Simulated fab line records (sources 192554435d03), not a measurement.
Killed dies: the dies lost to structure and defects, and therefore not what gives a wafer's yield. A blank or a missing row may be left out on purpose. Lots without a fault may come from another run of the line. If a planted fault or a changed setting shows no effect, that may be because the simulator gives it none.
Comparing a struck lot with a sound one / flow n5_finfet / 20 out of 1938 route steps
Sound: the wafers L305.2, L305.4, L305.5. Wafers struck: L318.3, L318.4, L318.5. At the end, the cause is stated.
For every step that has rows: the tool of each side, followed by ch and its chambers, followed by its first start. Under that, the readings that differ: sound wafers / struck wafers / difference of the means / sigmas: that difference in standard deviations of wafers without a fault.
alike: words and numbers the same on both sides, and readings whose means are apart by under 2 such deviations; not compared: readings that were withheld, readings missing a value for some wafer, numbers with overlapping values and no deviation given by the record, and bounds like >300 which may hide the same value.
A row with sigmas, a row that says differs or no value, or rows on one side alone: a step with any of these is where the two part. When numbers do not overlap yet have no deviation, they are printed without sigmas and do not part them. A reading that every wafer of one side lacks parts them only if that side has two wafers or more.

N5_BEOL_M0_SAQP_ETCH_88: etches underlayer in N2/H2, target depth 6.5 nm, time 5.2 s.
  sound on rie_diel-01 ch 0,1,3, day 7 00:40; struck on rie_diel-04 ch 0,3, day 10 02:53
  alike: chamber_pressure_mTorr, drypump_motor_current_A, etch_rf_on_time_s, n2_flow_sccm, oes_product_au, rf_vpp_V, showerhead_plenum_p_Torr, throttle_valve_pct
  not compared: rf_hours_counter_h
then, 1 step without rows for these wafers: N5_BEOL_M0_SAQP_ETCH_73 (etches SiARC in CF4, target depth 19.5 nm, time 32.5 s).
N5_BEOL_M0_SAQP_CUT_ETCH_46: etches SOC in N2/H2, target depth 135 nm, overetch 27 nm, time 202.5 s.
  sound on rie_diel-01 ch 0,1,3, day 7 00:43; struck on rie_diel-04 ch 0,3, day 10 02:56
  alike: chamber_pressure_mTorr, drypump_motor_current_A, n2_flow_sccm, rf_vpp_V, showerhead_plenum_p_Torr, throttle_valve_pct
  not compared: rf_hours_counter_h
then, 2 steps without rows for these wafers: N5_BEOL_M0_SAQP_STRIP_74 (strips in N2/H2); N5_BEOL_M0_SAQP_STRIP_89 (strips in N2/H2).
N5_BEOL_M0_SAQP_ALD_48: deposits SiO2, target thk 20 nm, pulse time 1 s, co reactant pulse time 1 s.
  sound on ald_sin-01 ch 0,2, day 7 00:58; struck on ald_sin-01 ch 2,3, day 10 03:10
  alike: heater_power_w, precursor_pulse_height_rel
N5_BEOL_M0_SAQP_ETCH_49: etches SiO2 in CF4/O2, target depth 37 nm.
  sound on rie_diel-04 ch 0,1,2, day 7 01:29; struck on rie_diel-01 ch 0,1,3, day 10 03:42
  alike: chamber_pressure_mTorr, drypump_motor_current_A, oes_product_au, rf_vpp_V, showerhead_plenum_p_Torr, throttle_valve_pct
  not compared: rf_hours_counter_h
N5_BEOL_M0_SAQP_STRIP_75: strips in CF4.
  sound on rie_diel-04 ch 0,1,2, day 7 01:35; struck on rie_diel-01 ch 0,1,3, day 10 03:48
  alike: chamber_pressure_mTorr, drypump_motor_current_A, oes_product_au, rf_vpp_V, showerhead_plenum_p_Torr, throttle_valve_pct
  not compared: rf_hours_counter_h
then, 4 steps without rows for these wafers: N5_BEOL_M0_CUTY_COAT_50 (time 60 s, resist thk 15 nm); N5_BEOL_M0_CUTY_COAT_51 (resist thk 150 nm); N5_BEOL_M0_CUTY_EBR_52; N5_BEOL_M0_CUTY_SOFTBAKE_53 (time 60 s).
N5_BEOL_M0_CUTY_EXPOSE_54: exposes mask M0 ABLK.
  sound on arfi_scanner-01 ch 0, day 7 01:44; struck on arfi_scanner-01 ch 0, day 10 03:58
reading=model.BEOL_M0_CUTY.overlay_x_nm (nm); sound=0.2 0.2 0.2; struck=18.4 18.4 18.4; difference=+18.2; sigmas=
  alike: mask
then, 2 steps without rows for these wafers: N5_BEOL_M0_CUTY_PEB_55 (peb time 60 s); N5_BEOL_M0_CUTY_DEVELOP_56 (develop time 30 s).
N5_BEOL_M0_CUTY_CD_MEAS_57 targets a cd of 200 nm.
  sound on cd_sem-03 ch 0, day 7 01:52; struck on cd_sem-02 ch 0, day 10 04:05
  alike: cd_nm
N5_BEOL_M0_CUTY_OVL_MEAS_58:
  sound on overlay-01 ch 0, day 7 01:53; struck on overlay-01 ch 0, day 10 04:06
reading=M0_ABLK_OVL (nm); sound=-0.7 -0.5 0.3; struck=18.2 16.9 18.9; difference=+18.3; sigmas=+24
N5_BEOL_M0_CUTY_INSPECT_59: inspects for defects (macro).
  sound on defect_inspect-01, day 7 01:55; struck on defect_inspect-01, day 10 04:08
  alike: raw_defect_count
-- here the record skips 2 days between the struck wafers' starts before and after, leaving off in module BEOL_M0_CUTY and picking up in module BEOL_M4 (first step shown: number 1111 of the route) --
N5_BEOL_M4_RC_MEAS_101:
  sound on prober-02 ch 0, day 9 01:07; struck on prober-02 ch 0, day 12 10:07
  alike: DIBL_N, DIBL_P, IOFF_N, IOFF_P, ION_N, ION_P, SS_N, SS_P, VT_N, VT_P
-- here the record skips 5 days between the struck wafers' starts before and after, leaving off in module BEOL_M4 and picking up in module PASSIVATION (first step shown: number 1936 of the route) --
N5_PASSIVATION_PROBE_49:
  sound on prober-02, day 13 06:50; struck on prober-01, day 16 22:15
  alike: defect_limited_yield, killed_at_M0_to_M3, killed_at_M4_up, killed_at_contacts, killed_at_front_end, killed_at_other, killed_dies, killed_open, killed_short, sort_bin_5_function, sort_bin_6_memory, sort_n_pass, sort_yield_pct

== WHERE THEY PART ==
At N5_BEOL_M0_CUTY_OVL_MEAS_58 and nowhere else, as far as this record goes. Later steps at which nothing parts them and some readings are alike: N5_BEOL_M0_CUTY_INSPECT_59, N5_BEOL_M4_RC_MEAS_101, N5_PASSIVATION_PROBE_49.

WHY: what the simulator had put in
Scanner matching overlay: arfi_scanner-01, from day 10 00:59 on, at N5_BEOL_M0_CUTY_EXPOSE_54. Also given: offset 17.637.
